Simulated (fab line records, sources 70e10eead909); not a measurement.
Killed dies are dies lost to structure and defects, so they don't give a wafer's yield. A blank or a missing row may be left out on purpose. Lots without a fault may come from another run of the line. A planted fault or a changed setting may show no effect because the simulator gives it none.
Which tool did it? | flow nand_harc | 12 lots, 36 wafers sampled, at 1 step of a route of 1159

WHAT THE GAUGES READ, wafer by wafer
NHARC_P_GATE_INSPECT_28.
lot  | measured     | on                | raw_defect_count
L075 | day 5 00:11  | defect_inspect-01 | 7 10 4
L078 | day 5 14:11  | defect_inspect-01 | 6 5 8
L079 | day 5 22:31  | defect_inspect-01 | 10 4 10
L082 | day 6 12:53  | defect_inspect-02 | 7 9 5
L083 | day 6 20:26  | defect_inspect-02 | 7 4 4
L087 | day 7 19:45  | defect_inspect-02 | 6 4 8
L086 | day 7 21:04  | defect_inspect-01 | 6 5 10
L089 | day 8 09:29  | defect_inspect-02 | 8 10 12
L091 | day 8 18:03  | defect_inspect-02 | 3 5 3
L092 | day 9 12:44  | defect_inspect-01 | 6 15 16
L095 | day 10 01:59 | defect_inspect-01 | 5 9 4
L097 | day 10 08:50 | defect_inspect-01 | 1 11 9

WHICH TOOL RAN EACH LOT (tool, then ch and the chambers of the sampled wafers, then the start)
The record holds no process step before these readings.

THE ANSWER, worked out from the rows above alone
Rule: what is usual is taken from the lots themselves. Put in order of their means at a reading, lots are off if they are a third of the lots or fewer, leave a main group of 4 or more, and stand apart from it by a gap of 3 or more times the standard deviation of the main group's means; of several such gaps the widest counts. A main group whose means are all the same, to the digits that the tables above print for the reading, isn't used. A lot without any number at a reading at which 4 lots or more have one is off too. The other lots that the step has rows for count as sound.
No lot is off at any reading shown: from this, nothing can be told.

WHAT THE SIMULATOR HAD PUT IN
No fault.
